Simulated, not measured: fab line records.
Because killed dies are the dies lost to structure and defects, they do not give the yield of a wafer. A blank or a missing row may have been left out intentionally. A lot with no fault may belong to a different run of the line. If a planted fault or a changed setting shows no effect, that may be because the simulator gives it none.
Chamber matching || flow n5_finfet || 4 sister chambers for N5_BEOL_M6_STRIP_36 on rie_diel-04
The step strips in N2/H2. 14 wafers are shown with their chamber, then 7 later ones without.

## WAFERS PAIRED WITH THEIR CHAMBERS
{"wafer": "L077.3", "chamber": 3, "showerhead_plenum_p_Torr (Torr)": 2.62, "throttle_valve_pct (%)": 23.8, "drypump_motor_current_A (A)": 5.7}
{"wafer": "L077.4", "chamber": 3, "showerhead_plenum_p_Torr (Torr)": 2.62, "throttle_valve_pct (%)": 23.8, "drypump_motor_current_A (A)": 5.7}
{"wafer": "L077.5", "chamber": 2, "showerhead_plenum_p_Torr (Torr)": 2.62, "throttle_valve_pct (%)": 24.1, "drypump_motor_current_A (A)": 4.7}
{"wafer": "L078.1", "chamber": 1, "showerhead_plenum_p_Torr (Torr)": 2.54, "throttle_valve_pct (%)": 23.6, "drypump_motor_current_A (A)": 5.8}
{"wafer": "L078.2", "chamber": 3, "showerhead_plenum_p_Torr (Torr)": 2.61, "throttle_valve_pct (%)": 23.7, "drypump_motor_current_A (A)": 5.6}
{"wafer": "L078.4", "chamber": 2, "showerhead_plenum_p_Torr (Torr)": 2.62, "throttle_valve_pct (%)": 24.1, "drypump_motor_current_A (A)": 4.8}
{"wafer": "L079.1", "chamber": 0, "showerhead_plenum_p_Torr (Torr)": 2.73, "throttle_valve_pct (%)": 23.7, "drypump_motor_current_A (A)": 5.6}
{"wafer": "L079.3", "chamber": 2, "showerhead_plenum_p_Torr (Torr)": 2.62, "throttle_valve_pct (%)": 24.1, "drypump_motor_current_A (A)": 4.7}
{"wafer": "L079.6", "chamber": 2, "showerhead_plenum_p_Torr (Torr)": 2.61, "throttle_valve_pct (%)": 24.1, "drypump_motor_current_A (A)": 4.7}
{"wafer": "L084.4", "chamber": 2, "showerhead_plenum_p_Torr (Torr)": 2.61, "throttle_valve_pct (%)": 24.1, "drypump_motor_current_A (A)": 4.8}
{"wafer": "L084.5", "chamber": 0, "showerhead_plenum_p_Torr (Torr)": 2.73, "throttle_valve_pct (%)": 23.7, "drypump_motor_current_A (A)": 5.5}
{"wafer": "L084.6", "chamber": 3, "showerhead_plenum_p_Torr (Torr)": 2.61, "throttle_valve_pct (%)": 23.8, "drypump_motor_current_A (A)": 5.6}
{"wafer": "L088.1", "chamber": 2, "showerhead_plenum_p_Torr (Torr)": 2.61, "throttle_valve_pct (%)": 24.1, "drypump_motor_current_A (A)": 4.8}
{"wafer": "L088.3", "chamber": 1, "showerhead_plenum_p_Torr (Torr)": 2.54, "throttle_valve_pct (%)": 23.6, "drypump_motor_current_A (A)": 5.8}

SIGNATURES, as means of the wafers listed above
{"reading": "showerhead_plenum_p_Torr", "chamber 0": 2.7300, "chamber 1": 2.5400, "chamber 2": 2.6150, "chamber 3": 2.6150, "scatter within a chamber": 0.005}
{"reading": "throttle_valve_pct", "chamber 0": 23.700, "chamber 1": 23.600, "chamber 2": 24.100, "chamber 3": 23.775, "scatter within a chamber": 0.0274}
{"reading": "drypump_motor_current_A", "chamber 0": 5.550, "chamber 1": 5.800, "chamber 2": 4.750, "chamber 3": 5.650, "scatter within a chamber": 0.0548}
Rule: distance of a wafer from a chamber = root of the sum over the readings of ((wafer's reading minus chamber's mean) / reading's scatter) squared. If the next closest chamber is less than 2 further off than the closest, the wafer can't be placed; otherwise it belongs to the closest. The scatter is the square root of a quotient: the sum, over the shown wafers, of each reading's squared deviation from its chamber's mean, divided by wafers minus chambers.

## WAFERS MISSING THEIR CHAMBER
{"wafer": "L088.4", "showerhead_plenum_p_Torr (Torr)": 2.72, "throttle_valve_pct (%)": 23.8, "drypump_motor_current_A (A)": 5.6}
{"wafer": "L092.1", "showerhead_plenum_p_Torr (Torr)": 2.72, "throttle_valve_pct (%)": 23.8, "drypump_motor_current_A (A)": 5.5}
{"wafer": "L092.3", "showerhead_plenum_p_Torr (Torr)": 2.60, "throttle_valve_pct (%)": 24.1, "drypump_motor_current_A (A)": 4.8}
{"wafer": "L092.4", "showerhead_plenum_p_Torr (Torr)": 2.60, "throttle_valve_pct (%)": 23.8, "drypump_motor_current_A (A)": 5.7}
{"wafer": "L094.1", "showerhead_plenum_p_Torr (Torr)": 2.60, "throttle_valve_pct (%)": 24.2, "drypump_motor_current_A (A)": 4.7}
{"wafer": "L094.3", "showerhead_plenum_p_Torr (Torr)": 2.53, "throttle_valve_pct (%)": 23.6, "drypump_motor_current_A (A)": 5.8}
{"wafer": "L094.5", "showerhead_plenum_p_Torr (Torr)": 2.53, "throttle_valve_pct (%)": 23.6, "drypump_motor_current_A (A)": 5.8}

## THE CHAMBER EACH PASSED THROUGH
{"wafer": "L088.4", "from the rows above": 0, "in truth": 0}
{"wafer": "L092.1", "from the rows above": 0, "in truth": 0}
{"wafer": "L092.3", "from the rows above": 2, "in truth": 2}
{"wafer": "L092.4", "from the rows above": 3, "in truth": 3}
{"wafer": "L094.1", "from the rows above": 2, "in truth": 2}
{"wafer": "L094.3", "from the rows above": 1, "in truth": 1}
{"wafer": "L094.5", "from the rows above": 1, "in truth": 1}
7 of 7 placed correctly. Not placeable from these rows: 0. Wrongly placed: 0.
